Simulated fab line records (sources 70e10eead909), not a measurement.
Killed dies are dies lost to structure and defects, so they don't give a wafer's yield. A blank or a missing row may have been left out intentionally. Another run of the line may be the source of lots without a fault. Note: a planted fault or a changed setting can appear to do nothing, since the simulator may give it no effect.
The tool behind it: which one? + flow nand harc + 12 lots (36 wafers sampled), 1 step of a 1159-step route

WHAT THE GAUGES READ, wafer by wafer
NHARC_P_ZERO_WELL_CD_MEAS_37 targets a cd of 720 nm.
| lot  | measured    | on        | cd nm (nm)        |
|------|-------------|-----------|-------------------|
| L075 | day 1 21:58 | cd sem-03 | 719.6 718.7 719.4 |
| L077 | day 2 09:59 | cd sem-02 | 721.1 720.0 720.5 |
| L079 | day 2 22:08 | cd sem-02 | 720.5 721.3 719.5 |
| L081 | day 3 10:02 | cd sem-01 | 721.4 718.3 720.3 |
| L083 | day 3 21:54 | cd sem-01 | 722.1 721.5 721.9 |
| L085 | day 4 09:52 | cd sem-02 | 722.0 720.7 720.8 |
| L087 | day 4 22:13 | cd sem-03 | 722.1 720.5 722.8 |
| L089 | day 5 10:06 | cd sem-03 | 720.9 722.8 722.9 |
| L091 | day 5 22:07 | cd sem-03 | 719.0 719.8 717.8 |
| L093 | day 6 10:08 | cd sem-01 | 719.7 720.6 718.9 |
| L095 | day 6 22:21 | cd sem-02 | 723.7 721.5 722.6 |
| L097 | day 7 10:18 | cd sem-02 | 719.9 722.6 720.7 |

EACH LOT AND THE TOOL THAT RAN IT (in order: tool; ch and the chambers of the sampled wafers; start)
Record: no process step prior to these readings.

THE ANSWER, worked out from the rows above alone
Rule: what is usual is taken from the lots themselves. The widest of any qualifying gaps counts: lots, ordered by their means at a reading, are off when they make up no more than a third of the lots, leave a main group of 4 or more, and stand apart from it by 3 or more times the standard deviation of that group's means. Not used: any main group whose means are identical at the precision the tables above print for the reading. Also off: a lot with no number at a reading for which 4 or more lots have one. All remaining lots with rows at the step are treated as sound.
None of the lots is off at any reading shown; this tells nothing.

WHAT THE SIMULATOR PUT IN
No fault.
